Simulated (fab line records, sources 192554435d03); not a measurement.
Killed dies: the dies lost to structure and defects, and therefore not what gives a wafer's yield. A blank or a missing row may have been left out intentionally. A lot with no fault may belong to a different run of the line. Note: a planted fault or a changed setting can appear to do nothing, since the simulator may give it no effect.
What tool caused it? + flow n5Finfet + 24 lots, 72 wafers sampled, at 6 steps of a route of 1938

## WHAT THE GAUGES READ, wafer by wafer
The record lacks any reading of a measuring or inspecting step that a usual standard deviation could be used to judge.

## WHAT TOOL EACH LOT RAN ON (gives the tool, then ch and the chambers of the sampled wafers, and finally the start)
| lot  | N5_BEOL_M1_TRENCH_ETCH_37                    | N5_BEOL_M1_ANNEAL_49        | N5_BEOL_M1_SPUTTER_81       | N5_BEOL_M1_ANNEAL_91        | N5_BEOL_M1_SPUTTER_96       | N5_BEOL_M2_HM_DEP_02        |
|------|----------------------------------------------|-----------------------------|-----------------------------|-----------------------------|-----------------------------|-----------------------------|
| L074 | rieDiel-02 ch 0,2,3, day 6 07:02 or earlier  | pvdSputter-01, day 6 07:02  | pvdSputter-01, day 6 07:24  | pvdSputter-01, day 6 08:08  | pvdSputter-01, day 6 08:43  | pvdSputter-03, day 6 11:02  |
| L075 | rieDiel-02 ch 0,3, day 6 15:29 or earlier    | pvdSputter-01, day 6 15:29  | pvdSputter-01, day 6 15:50  | pvdSputter-01, day 6 16:35  | pvdSputter-01, day 6 17:10  | pvdSputter-01, day 6 19:23  |
| L076 | rieDiel-04 ch 0,1,2, day 6 20:34 or earlier  | pvdSputter-02, day 6 20:34  | pvdSputter-02, day 6 20:56  | pvdSputter-02, day 6 21:40  | pvdSputter-02, day 6 22:15  | pvdSputter-03, day 7 01:54  |
| L077 | rieDiel-02 ch 0,1, day 6 20:47 or earlier    | pvdSputter-01, day 6 20:47  | pvdSputter-01, day 6 21:08  | pvdSputter-01, day 6 21:53  | pvdSputter-01, day 6 22:28  | pvdSputter-03, day 7 02:52  |
| L078 | rieDiel-04 ch 0,1, day 7 07:16 or earlier    | pvdSputter-02, day 7 07:16  | pvdSputter-02, day 7 07:37  | pvdSputter-02, day 7 08:22  | pvdSputter-02, day 7 08:56  | pvdSputter-02, day 7 11:28  |
| L079 | rieDiel-02 ch 1,3, day 7 10:11 or earlier    | pvdSputter-01, day 7 10:11  | pvdSputter-01, day 7 10:33  | pvdSputter-01, day 7 11:17  | pvdSputter-01, day 7 11:52  | pvdSputter-03, day 7 14:26  |
| L080 | rieDiel-06 ch 0,2, day 7 22:47 or earlier    | pvdSputter-02, day 7 22:47  | pvdSputter-02, day 7 23:09  | pvdSputter-02, day 7 23:53  | pvdSputter-02, day 8 00:28  | pvdSputter-01, day 8 07:56  |
| L081 | rieDiel-04 ch 0,1, day 8 09:21 or earlier    | pvdSputter-02, day 8 09:21  | pvdSputter-02, day 8 09:43  | pvdSputter-02, day 8 10:27  | pvdSputter-02, day 8 11:02  | pvdSputter-01, day 8 15:11  |
| L082 | rieDiel-06 ch 0,2,3, day 8 09:25 or earlier  | pvdSputter-03, day 8 09:25  | pvdSputter-03, day 8 09:46  | pvdSputter-03, day 8 10:31  | pvdSputter-03, day 8 11:05  | pvdSputter-02, day 8 15:17  |
| L083 | rieDiel-06 ch 0,1,3, day 8 12:50 or earlier  | pvdSputter-02, day 8 12:50  | pvdSputter-02, day 8 13:11  | pvdSputter-02, day 8 13:56  | pvdSputter-02, day 8 14:31  | pvdSputter-03, day 8 17:06  |
| L084 | rieDiel-04 ch 1,2, day 8 15:36 or earlier    | pvdSputter-01, day 8 15:36  | pvdSputter-01, day 8 15:58  | pvdSputter-01, day 8 16:42  | pvdSputter-01, day 8 17:17  | pvdSputter-02, day 8 20:44  |
| L085 | rieDiel-02 ch 0,1,2, day 8 23:39 or earlier  | pvdSputter-03, day 8 23:39  | pvdSputter-03, day 9 00:01  | pvdSputter-03, day 9 00:45  | pvdSputter-03, day 9 01:20  | pvdSputter-01, day 9 03:09  |
| L086 | rieDiel-04 ch 1,3, day 9 18:38 or earlier    | pvdSputter-01, day 9 18:38  | pvdSputter-01, day 9 18:59  | pvdSputter-01, day 9 19:44  | pvdSputter-01, day 9 20:19  | pvdSputter-03, day 9 21:58  |
| L089 | rieDiel-02 ch 0,1,3, day 9 22:09 or earlier  | pvdSputter-01, day 9 22:09  | pvdSputter-01, day 9 22:31  | pvdSputter-01, day 9 23:15  | pvdSputter-01, day 9 23:50  | pvdSputter-01, day 10 04:50 |
| L087 | rieDiel-04 ch 2,3, day 9 22:16 or earlier    | pvdSputter-03, day 9 22:16  | pvdSputter-03, day 9 22:38  | pvdSputter-03, day 9 23:22  | pvdSputter-03, day 9 23:57  | pvdSputter-02, day 10 05:02 |
| L088 | rieDiel-06 ch 0,2,3, day 10 06:29 or earlier | pvdSputter-03, day 10 06:29 | pvdSputter-03, day 10 06:50 | pvdSputter-03, day 10 07:35 | pvdSputter-03, day 10 08:10 | pvdSputter-03, day 10 10:16 |
| L090 | rieDiel-02 ch 0,2, day 10 08:29 or earlier   | pvdSputter-01, day 10 08:29 | pvdSputter-01, day 10 08:51 | pvdSputter-01, day 10 09:35 | pvdSputter-01, day 10 10:10 | pvdSputter-02, day 10 11:43 |
| L091 | rieDiel-04 ch 0,1,3, day 10 12:56 or earlier | pvdSputter-01, day 10 12:56 | pvdSputter-01, day 10 13:17 | pvdSputter-01, day 10 14:02 | pvdSputter-01, day 10 14:37 | pvdSputter-03, day 10 16:26 |
| L092 | rieDiel-06 ch 0,1,3, day 10 19:50 or earlier | pvdSputter-03, day 10 19:50 | pvdSputter-03, day 10 20:12 | pvdSputter-03, day 10 20:56 | pvdSputter-03, day 10 21:31 | pvdSputter-03, day 10 23:43 |
| L093 | rieDiel-04 ch 0,1,2, day 11 06:40 or earlier | pvdSputter-02, day 11 06:40 | pvdSputter-02, day 11 07:01 | pvdSputter-02, day 11 07:46 | pvdSputter-02, day 11 08:20 | pvdSputter-01, day 11 09:50 |
| L094 | rieDiel-04 ch 1,2, day 11 17:09 or earlier   | pvdSputter-02, day 11 17:09 | pvdSputter-02, day 11 17:31 | pvdSputter-02, day 11 18:15 | pvdSputter-02, day 11 18:50 | pvdSputter-01, day 11 20:41 |
| L096 | rieDiel-04 ch 1,2,3, day 11 22:01 or earlier | pvdSputter-01, day 11 22:01 | pvdSputter-01, day 11 22:22 | pvdSputter-01, day 11 23:07 | pvdSputter-01, day 11 23:41 | pvdSputter-03, day 12 01:18 |
| L095 | rieDiel-06 ch 0,1, day 12 02:13 or earlier   | pvdSputter-02, day 12 02:13 | pvdSputter-02, day 12 02:35 | pvdSputter-02, day 13 10:55 | pvdSputter-02, day 13 11:30 | pvdSputter-01, day 13 14:13 |
| L097 | rieDiel-04 ch 1,2,3, day 12 02:03 or earlier | pvdSputter-01, day 12 02:03 | pvdSputter-01, day 12 02:25 | pvdSputter-01, day 12 03:09 | pvdSputter-01, day 12 03:44 | pvdSputter-01, day 12 05:02 |
- N5_BEOL_M1_TRENCH_ETCH_37: etches SiOC in C4F6/O2, target depth 55.207 nm, time 29 s.
- N5_BEOL_M1_ANNEAL_49: time 240 s.
- N5_BEOL_M1_SPUTTER_81: material Cu, target thk 4.5 nm, time 8.29 s.
- N5_BEOL_M1_ANNEAL_91: time 240 s.
- N5_BEOL_M1_SPUTTER_96: material Cu, target thk 4.5 nm, time 8.29 s.
- N5_BEOL_M2_HM_DEP_02: deposits TiN, target thk 20 nm.

## AS READ BY THE TOOLS THEMSELVES (means over the sampled wafers that have a number; for cases with no such wafer, the mark the record gives instead)
N5_BEOL_M1_TRENCH_ETCH_37.
| lot  | tool       | drypumpMotorCurrentA (A) | oesProductAu (a.u.) | rfVppV (V) | showerheadPlenumPTorr (Torr) | throttleValvePct (%) |
|------|------------|--------------------------|---------------------|------------|------------------------------|----------------------|
| L074 | rieDiel-02 | 5.5                      | 0.72                | 667        | 2.91                         | 20.97                |
| L075 | rieDiel-02 | 5.2                      | 0.72                | 665        | 2.87                         | 20.89                |
| L076 | rieDiel-04 | 5.4                      | 0.82                | 673        | 2.88                         | 20.86                |
| L077 | rieDiel-02 | 5.6                      | 0.76                | 660        | 2.83                         | 20.77                |
| L078 | rieDiel-04 | 5.8                      | 0.78                | 664        | 2.94                         | 20.79                |
| L079 | rieDiel-02 | 5.5                      | 0.78                | 663        | 2.88                         | 20.69                |
| L080 | rieDiel-06 | 5.5                      | 0.73                | 667        | 2.83                         | 20.94                |
| L081 | rieDiel-04 | 5.8                      | 0.77                | 664        | 2.93                         | 20.80                |
| L082 | rieDiel-06 | 5.6                      | 0.81                | 663        | 2.82                         | 20.83                |
| L083 | rieDiel-06 | 5.6                      | 0.80                | 659        | 2.86                         | 20.84                |
| L084 | rieDiel-04 | 5.4                      | 0.82                | 684        | 2.84                         | 20.93                |
| L085 | rieDiel-02 | 5.8                      | 0.80                | 664        | 2.86                         | 20.87                |
| L086 | rieDiel-04 | 5.8                      | 0.78                | 661        | 2.94                         | 20.83                |
| L089 | rieDiel-02 | 5.3                      | 0.74                | 664        | 2.87                         | 20.83                |
| L087 | rieDiel-04 | 5.1                      | 0.84                | 680        | 2.81                         | 20.98                |
| L088 | rieDiel-06 | 5.7                      | 0.78                | 663        | 2.82                         | 20.85                |
| L090 | rieDiel-02 | 6.0                      | 0.85                | 667        | 2.89                         | 20.95                |
| L091 | rieDiel-04 | 5.5                      | 0.78                | 658        | 2.90                         | 20.85                |
| L092 | rieDiel-06 | 5.6                      | 0.78                | 659        | 2.86                         | 20.85                |
| L093 | rieDiel-04 | 5.4                      | 0.79                | 672        | 2.86                         | 20.92                |
| L094 | rieDiel-04 | 5.4                      | 0.80                | 683        | 2.83                         | 20.97                |
| L096 | rieDiel-04 | 5.5                      | 0.79                | 670        | 2.87                         | 20.93                |
| L095 | rieDiel-06 | 5.1                      | 0.88                | 657        | 2.86                         | 20.61                |
| L097 | rieDiel-04 | 5.5                      | 0.79                | 670        | 2.87                         | 20.92                |

N5_BEOL_M1_ANNEAL_49.
| lot  | tool          | heaterPowerW (W) |
|------|---------------|------------------|
| L074 | pvdSputter-01 | 802              |
| L075 | pvdSputter-01 | 806              |
| L076 | pvdSputter-02 | 789              |
| L077 | pvdSputter-01 | 811              |
| L078 | pvdSputter-02 | 863              |
| L079 | pvdSputter-01 | 807              |
| L080 | pvdSputter-02 | 800              |
| L081 | pvdSputter-02 | 814              |
| L082 | pvdSputter-03 | 856              |
| L083 | pvdSputter-02 | 855              |
| L084 | pvdSputter-01 | 785              |
| L085 | pvdSputter-03 | 885              |
| L086 | pvdSputter-01 | 788              |
| L089 | pvdSputter-01 | 801              |
| L087 | pvdSputter-03 | 840              |
| L088 | pvdSputter-03 | 870              |
| L090 | pvdSputter-01 | 795              |
| L091 | pvdSputter-01 | 805              |
| L092 | pvdSputter-03 | 929              |
| L093 | pvdSputter-02 | 791              |
| L094 | pvdSputter-02 | 854              |
| L096 | pvdSputter-01 | 790              |
| L095 | pvdSputter-02 | 835              |
| L097 | pvdSputter-01 | 795              |

N5_BEOL_M1_SPUTTER_81.
| lot  | tool          | chamberPressurePa (Pa) | throttleValvePct (%) |
|------|---------------|------------------------|----------------------|
| L074 | pvdSputter-01 | 0.07005                | 31.6                 |
| L075 | pvdSputter-01 | 0.06984                | 31.7                 |
| L076 | pvdSputter-02 | 0.06991                | 30.8                 |
| L077 | pvdSputter-01 | 0.06991                | 31.7                 |
| L078 | pvdSputter-02 | 0.07003                | 30.0                 |
| L079 | pvdSputter-01 | 0.06983                | 31.7                 |
| L080 | pvdSputter-02 | 0.07001                | 31.3                 |
| L081 | pvdSputter-02 | 0.06986                | 31.0                 |
| L082 | pvdSputter-03 | 0.07006                | 29.4                 |
| L083 | pvdSputter-02 | 0.06992                | 29.9                 |
| L084 | pvdSputter-01 | 0.07002                | 31.0                 |
| L085 | pvdSputter-03 | 0.07000                | 29.2                 |
| L086 | pvdSputter-01 | 0.06991                | 32.0                 |
| L089 | pvdSputter-01 | 0.06999                | 32.1                 |
| L087 | pvdSputter-03 | 0.07000                | 29.7                 |
| L088 | pvdSputter-03 | 0.07001                | 29.6                 |
| L090 | pvdSputter-01 | 0.07010                | 31.7                 |
| L091 | pvdSputter-01 | 0.07006                | 31.7                 |
| L092 | pvdSputter-03 | 0.06996                | 27.9                 |
| L093 | pvdSputter-02 | 0.06995                | 31.2                 |
| L094 | pvdSputter-02 | 0.07001                | 30.7                 |
| L096 | pvdSputter-01 | 0.06980                | 31.4                 |
| L095 | pvdSputter-02 | 0.06993                | 30.1                 |
| L097 | pvdSputter-01 | 0.06997                | 31.6                 |

N5_BEOL_M1_ANNEAL_91.
| lot  | tool          | heaterPowerW (W) |
|------|---------------|------------------|
| L074 | pvdSputter-01 | 802              |
| L075 | pvdSputter-01 | 785              |
| L076 | pvdSputter-02 | 774              |
| L077 | pvdSputter-01 | 793              |
| L078 | pvdSputter-02 | 858              |
| L079 | pvdSputter-01 | 809              |
| L080 | pvdSputter-02 | 785              |
| L081 | pvdSputter-02 | 804              |
| L082 | pvdSputter-03 | 860              |
| L083 | pvdSputter-02 | 866              |
| L084 | pvdSputter-01 | 788              |
| L085 | pvdSputter-03 | 881              |
| L086 | pvdSputter-01 | 791              |
| L089 | pvdSputter-01 | 801              |
| L087 | pvdSputter-03 | 827              |
| L088 | pvdSputter-03 | 859              |
| L090 | pvdSputter-01 | 789              |
| L091 | pvdSputter-01 | 817              |
| L092 | pvdSputter-03 | 924              |
| L093 | pvdSputter-02 | 774              |
| L094 | pvdSputter-02 | 862              |
| L096 | pvdSputter-01 | 771              |
| L095 | pvdSputter-02 | 835              |
| L097 | pvdSputter-01 | 797              |

N5_BEOL_M1_SPUTTER_96.
| lot  | tool          | chamberPressurePa (Pa) | throttleValvePct (%) |
|------|---------------|------------------------|----------------------|
| L074 | pvdSputter-01 | 0.07                   | 31.6                 |
| L075 | pvdSputter-01 | 0.07                   | 31.4                 |
| L076 | pvdSputter-02 | 0.07                   | 30.9                 |
| L077 | pvdSputter-01 | 0.07                   | 31.7                 |
| L078 | pvdSputter-02 | 0.07                   | 30.0                 |
| L079 | pvdSputter-01 | 0.07                   | 31.7                 |
| L080 | pvdSputter-02 | 0.07                   | 31.4                 |
| L081 | pvdSputter-02 | 0.07                   | 31.0                 |
| L082 | pvdSputter-03 | 0.07                   | 29.5                 |
| L083 | pvdSputter-02 | 0.07                   | 29.9                 |
| L084 | pvdSputter-01 | 0.07                   | 31.2                 |
| L085 | pvdSputter-03 | 0.07                   | 29.2                 |
| L086 | pvdSputter-01 | 0.07                   | 32.1                 |
| L089 | pvdSputter-01 | 0.07                   | 32.1                 |
| L087 | pvdSputter-03 | 0.07                   | 29.8                 |
| L088 | pvdSputter-03 | 0.07                   | 29.4                 |
| L090 | pvdSputter-01 | 0.07                   | 31.6                 |
| L091 | pvdSputter-01 | 0.07                   | 31.7                 |
| L092 | pvdSputter-03 | 0.07                   | 27.9                 |
| L093 | pvdSputter-02 | 0.07                   | 31.3                 |
| L094 | pvdSputter-02 | 0.07                   | 30.6                 |
| L096 | pvdSputter-01 | 0.07                   | 31.5                 |
| L095 | pvdSputter-02 | 0.07                   | 30.1                 |
| L097 | pvdSputter-01 | 0.07                   | 31.7                 |

N5_BEOL_M2_HM_DEP_02.
| lot  | tool          | chamberPressurePa (Pa) | throttleValvePct (%) |
|------|---------------|------------------------|----------------------|
| L074 | pvdSputter-03 | 0.4993                 | 28.9                 |
| L075 | pvdSputter-01 | 0.4996                 | 31.6                 |
| L076 | pvdSputter-03 | 0.5005                 | 29.1                 |
| L077 | pvdSputter-03 | 0.4992                 | 29.7                 |
| L078 | pvdSputter-02 | 0.4989                 | 30.3                 |
| L079 | pvdSputter-03 | 0.5001                 | 29.2                 |
| L080 | pvdSputter-01 | 0.5004                 | 31.7                 |
| L081 | pvdSputter-01 | 0.5003                 | 31.3                 |
| L082 | pvdSputter-02 | 0.4998                 | 30.1                 |
| L083 | pvdSputter-03 | 0.4994                 | 28.9                 |
| L084 | pvdSputter-02 | 0.4992                 | 30.6                 |
| L085 | pvdSputter-01 | 0.5002                 | 31.1                 |
| L086 | pvdSputter-03 | 0.5002                 | 28.8                 |
| L089 | pvdSputter-01 | 0.5002                 | 31.1                 |
| L087 | pvdSputter-02 | 0.5000                 | 30.9                 |
| L088 | pvdSputter-03 | 0.4994                 | 29.5                 |
| L090 | pvdSputter-02 | 0.4990                 | 30.0                 |
| L091 | pvdSputter-03 | 0.4998                 | 29.5                 |
| L092 | pvdSputter-03 | 0.4998                 | 28.8                 |
| L093 | pvdSputter-01 | 0.5009                 | 31.7                 |
| L094 | pvdSputter-01 | 0.4986                 | 31.6                 |
| L096 | pvdSputter-03 | 0.4992                 | 28.7                 |
| L095 | pvdSputter-01 | 0.4999                 | 31.0                 |
| L097 | pvdSputter-01 | 0.4995                 | 31.2                 |

## THE ANSWER, worked out from the rows above alone
Rule: usual is defined by the lots themselves. The widest of any qualifying gaps counts: lots, ordered by their means at a reading, are off when they make up no more than a third of the lots, leave a main group of 4 or more, and stand apart from it by 3 or more times the standard deviation of that group's means. The tables above print the reading to a certain number of digits; a main group whose means all agree to those digits is not used. A lot without any number at a reading at which 4 lots or more have one is off too. Any other lot the step has rows for is counted as sound. After the gauges, taken in route order, come the tools' own readings; for these a lot's mean is taken, as printed above. At the first step where some lot is off, the reading lying furthest off is the one used; lots without a number count as furthest.
Nothing can be told from this: no lot is off at any reading shown.

## WHAT THE SIMULATOR PUT IN
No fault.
